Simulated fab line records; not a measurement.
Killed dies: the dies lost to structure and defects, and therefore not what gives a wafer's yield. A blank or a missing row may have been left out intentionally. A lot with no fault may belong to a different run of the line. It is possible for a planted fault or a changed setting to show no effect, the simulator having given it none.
The tool behind it: which one? + flow nand_harc + 39 wafers from 13 lots sampled at 5 of the route's 1159 steps

== WHAT THE GAUGES READ, wafer by wafer ==
NHARC_A_CONTACT_OVL_MEAS_70. Usual: overlay_x_nm 0.2 nm, standard deviation 0.9; overlay_y_nm 0.1 nm, standard deviation 0.85.
| lot  | measured     | on         | overlay_x_nm (nm) | overlay_y_nm (nm) | flag |
|------|--------------|------------|-------------------|-------------------|------|
| L840 | day 16 19:04 | overlay-01 | -0.5 -0.9 -0.9    | -0.4 -0.2 0.2     |      |
| L838 | day 16 20:50 | overlay-01 | 0.9 1.5 0.8       | 0.7 0.4 0.3       |      |
| L839 | day 17 01:29 | overlay-01 | 0.4 0.3 0.7       | -2.3 -1.5 -1.8    |      |
| L842 | day 17 08:35 | overlay-02 | 0.1 0.9 0.0       | -0.3 0.0 0.8      |      |
| L843 | day 17 12:50 | overlay-01 | -1.4 -1.4 -1.1    | -0.4 -0.5 -0.7    |      |
| L847 | day 19 03:29 | overlay-02 | 0.9 0.9 0.6       | -0.2 -0.2 -0.1    |      |
| L850 | day 19 23:52 | overlay-02 | 0.3 -0.1 -0.3     | 1.5 1.1 1.7       |      |
| L854 | day 20 20:50 | overlay-01 | 1.0 1.0 1.0       | 0.1 0.2 0.6       |      |
| L855 | day 20 22:35 | overlay-02 | 0.6 1.5 1.5       | -0.6 -0.8 -0.9    |      |
| L858 | day 21 12:38 | overlay-01 | 0.2 -0.3 0.0      | -1.0 -0.5 -1.0    |      |
| L859 | day 21 21:38 | overlay-02 | 0.7 0.3 0.9       | 1.2 1.4 0.9       |      |
| L856 | day 22 00:44 | overlay-02 | -0.5 -0.6 -1.2    | 0.9 0.9 0.2       |      |
| L860 | day 22 16:56 | overlay-01 | 0.4 1.0 0.4       | -0.1 -0.3 0.7     |      |

NHARC_END_SORT_01. Usual: killed_at_array 27, standard deviation 12; killed_at_other 0.9, standard deviation 1.1; killed_at_periphery 3.2, standard deviation 2.4; killed_dies 31, standard deviation 12; killed_open 3.3, standard deviation 1.7; killed_short 2.0, standard deviation 1.6.
| lot  | measured     | on        | killed_at_array | killed_at_other | killed_at_periphery | killed_dies | killed_open | killed_short | flag |
|------|--------------|-----------|-----------------|-----------------|---------------------|-------------|-------------|--------------|------|
| L840 | day 19 10:23 | prober-01 | 10 13 13        | 1 2 1           | 6 1 2               | 17 16 16    | 4 3 3       | 1 0 4        |      |
| L847 | day 24 19:25 | prober-01 | 19 22 23        | 1 1 2           | 4 6 3               | 24 29 28    | 2 6 2       | 1 1 5        |      |
| L850 | day 25 11:40 | prober-02 | 304 15 304      | 0 0 2           | 5 3 3               | 309 18 309  | 6 5 5       | 2 0 2        | OFF  |
| L854 | day 26 02:29 | prober-02 | 29 33 26        | 3 1 1           | 3 2 3               | 35 36 30    | 4 4 3       | 2 0 2        |      |
| L858 | day 26 02:29 | prober-01 | 23 21 19        | 0 0 0           | 0 2 1               | 23 23 20    | 5 5 5       | 2 5 0        |      |
| L856 | day 26 11:07 | prober-01 | 40 48 49        | 0 0 0           | 7 1 3               | 47 49 52    | 6 3 4       | 0 0 5        |      |

== TOOL THAT RAN EACH LOT (tool first, then ch and the chambers of the sampled wafers, then the start) ==
| lot  | NHARC_A_CONTACT_ETCH_77            | NHARC_A_CONTACT_ETCH_124             | NHARC_A_CONTACT_ETCH_126             |
|------|------------------------------------|--------------------------------------|--------------------------------------|
| L840 | rie_diel-13 ch 0,3, day 16 19:41   | har_cap_etch-01 ch 0, day 16 20:20   | har_cap_etch-01 ch 0, day 16 20:40   |
| L838 | rie_diel-13 ch 2,3, day 16 21:32   | har_cap_etch-03 ch 0,1, day 16 22:13 | har_cap_etch-03 ch 0,1, day 16 22:32 |
| L839 | rie_diel-07 ch 0,1,2, day 17 02:14 | har_cap_etch-01 ch 0,1, day 17 03:00 | har_cap_etch-01 ch 0,1, day 17 03:19 |
| L842 | rie_diel-07 ch 1,2, day 17 09:19   | har_cap_etch-01 ch 0, day 17 10:02   | har_cap_etch-01 ch 0, day 17 10:23   |
| L843 | rie_diel-07 ch 1,2, day 17 13:35   | har_cap_etch-02 ch 0,1, day 17 14:19 | har_cap_etch-02 ch 0,1, day 17 14:39 |
| L847 | rie_diel-13 ch 1,2, day 19 04:07   | har_cap_etch-02 ch 0,1, day 19 04:43 | har_cap_etch-02 ch 0,1, day 19 05:04 |
| L850 | rie_diel-07 ch 1,3, day 20 00:46   | har_cap_etch-03 ch 0,1, day 20 01:31 | har_cap_etch-03 ch 0,1, day 20 01:51 |
| L854 | rie_diel-13 ch 0,1,2, day 20 21:27 | har_cap_etch-01 ch 0,1, day 20 22:06 | har_cap_etch-01 ch 0,1, day 20 22:32 |
| L855 | rie_diel-13 ch 1,3, day 20 23:12   | har_cap_etch-03 ch 0,1, day 20 23:53 | har_cap_etch-03 ch 0,1, day 21 00:12 |
| L858 | rie_diel-13 ch 1,2,3, day 21 13:19 | har_cap_etch-02 ch 0,1, day 21 13:55 | har_cap_etch-02 ch 0,1, day 21 14:15 |
| L859 | rie_diel-11 ch 0,2,3, day 21 22:32 | har_cap_etch-01 ch 0,1, day 21 23:15 | har_cap_etch-01 ch 0,1, day 21 23:36 |
| L856 | rie_diel-13 ch 1,2, day 22 01:22   | har_cap_etch-02 ch 0,1, day 22 01:59 | har_cap_etch-02 ch 0,1, day 22 02:20 |
| L860 | rie_diel-13 ch 0,1,3, day 22 17:41 | har_cap_etch-02 ch 0,1, day 22 18:20 | har_cap_etch-02 ch 0,1, day 22 18:40 |
- NHARC_A_CONTACT_ETCH_77: etches the open film in CF4/CHF3, target depth 72.6 nm, time 36.3 s.
- NHARC_A_CONTACT_ETCH_124: etches the open film in C4F8/O2/Ar, time 140 s, target depth 700 nm.
- NHARC_A_CONTACT_ETCH_126: etches the open film in C4F8/O2/Ar, time 155 s, target depth 956 nm.

== AS READ BY THE TOOLS THEMSELVES (means over the sampled wafers that have a number; for cases with no such wafer, the mark the record gives instead) ==
NHARC_A_CONTACT_ETCH_77. Usual: drypump_motor_current_A 5.7 A, standard deviation 0.54; oes_product_au 0.940 a.u., standard deviation 0.019; rf_vpp_V 370.8 V, standard deviation 2; run_length_s 57.1 s, standard deviation 0.36; showerhead_plenum_p_Torr 1.58 Torr, standard deviation 0.057; throttle_valve_pct 16.803 %, standard deviation 0.0093.
| lot  | tool        | drypump_motor_current_A (A) | oes_product_au (a.u.) | rf_vpp_V (V) | run_length_s (s) | showerhead_plenum_p_Torr (Torr) | throttle_valve_pct (%) | flag |
|------|-------------|-----------------------------|-----------------------|--------------|------------------|---------------------------------|------------------------|------|
| L840 | rie_diel-13 | 5.8                         | 0.975                 | 371.5        | 56.8             | 1.59                            | 16.808                 |      |
| L838 | rie_diel-13 | 6.2                         | 0.934                 | 371.3        | 57.2             | 1.59                            | 16.801                 |      |
| L839 | rie_diel-07 | 5.8                         | 0.932                 | 370.2        | 56.9             | 1.56                            | 16.812                 |      |
| L842 | rie_diel-07 | 5.2                         | 0.928                 | 369.5        | 57.1             | 1.56                            | 16.796                 |      |
| L843 | rie_diel-07 | 5.6                         | 0.969                 | 371.2        | 57.2             | 1.60                            | 16.806                 |      |
| L847 | rie_diel-13 | 5.8                         | 0.939                 | 369.1        | 57.6             | 1.53                            | 16.813                 |      |
| L850 | rie_diel-07 | 5.3                         | 0.939                 | 371.7        | 51.5             | 1.62                            | 16.794                 | OFF  |
| L854 | rie_diel-13 | 5.6                         | 0.936                 | 370.3        | 57.1             | 1.55                            | 16.807                 |      |
| L855 | rie_diel-13 | 5.9                         | 0.940                 | 372.4        | 57.2             | 1.61                            | 16.801                 |      |
| L858 | rie_diel-13 | 5.8                         | 0.938                 | 371.0        | 57.4             | 1.57                            | 16.795                 |      |
| L859 | rie_diel-11 | 6.0                         | 0.934                 | 372.2        | 57.3             | 1.62                            | 16.801                 |      |
| L856 | rie_diel-13 | 5.7                         | 0.936                 | 369.0        | 57.4             | 1.52                            | 16.803                 |      |
| L860 | rie_diel-13 | 5.7                         | 0.950                 | 370.6        | 57.0             | 1.59                            | 16.802                 |      |

NHARC_A_CONTACT_ETCH_124. Usual: run_length_s 141.3 s, standard deviation 0.48.
| lot  | tool            | run_length_s (s) | flag |
|------|-----------------|------------------|------|
| L840 | har_cap_etch-01 | 141.5            |      |
| L838 | har_cap_etch-03 | 141.6            |      |
| L839 | har_cap_etch-01 | 141.2            |      |
| L842 | har_cap_etch-01 | 141.4            |      |
| L843 | har_cap_etch-02 | 141.3            |      |
| L847 | har_cap_etch-02 | 141.6            |      |
| L850 | har_cap_etch-03 | 141.2            |      |
| L854 | har_cap_etch-01 | 141.2            |      |
| L855 | har_cap_etch-03 | 141.1            |      |
| L858 | har_cap_etch-02 | 141.4            |      |
| L859 | har_cap_etch-01 | 141.1            |      |
| L856 | har_cap_etch-02 | 141.7            |      |
| L860 | har_cap_etch-02 | 141.6            |      |

== THE ANSWER, worked out from the rows above alone ==
Rule: lot off if the mean of its wafers having a number is beyond 3 standard deviations from the usual mean. Also off: a lot with no number at a reading for which 4 or more lots have one. Any other lot the step has rows for is counted as sound. First the gauges in route order, then the tools' own readings, where a lot's mean is used as printed above. The first step at which some lot is off is used, and at that step the reading that is off furthest; a lot without a number counts as furthest.
Off at NHARC_END_SORT_01 (killed_dies): L850. Neither off nor sound, because the step has no rows for them: L838, L839, L842, L843, L855, L859, L860.
A tool fits if, at a process step before that reading, it ran every lot that is off, and no sound lot after the first of them. The gauges at NHARC_END_SORT_01 aren't tried: what is off there is off at NHARC_A_CONTACT_ETCH_77 too, on other tools, and a gauge's error can't cause that. Undecided on this evidence; 2 tools fit (rie_diel-07 at NHARC_A_CONTACT_ETCH_77, har_cap_etch-03 at NHARC_A_CONTACT_ETCH_124 and NHARC_A_CONTACT_ETCH_126).

== WHAT THE SIMULATOR HAD INSERTED ==
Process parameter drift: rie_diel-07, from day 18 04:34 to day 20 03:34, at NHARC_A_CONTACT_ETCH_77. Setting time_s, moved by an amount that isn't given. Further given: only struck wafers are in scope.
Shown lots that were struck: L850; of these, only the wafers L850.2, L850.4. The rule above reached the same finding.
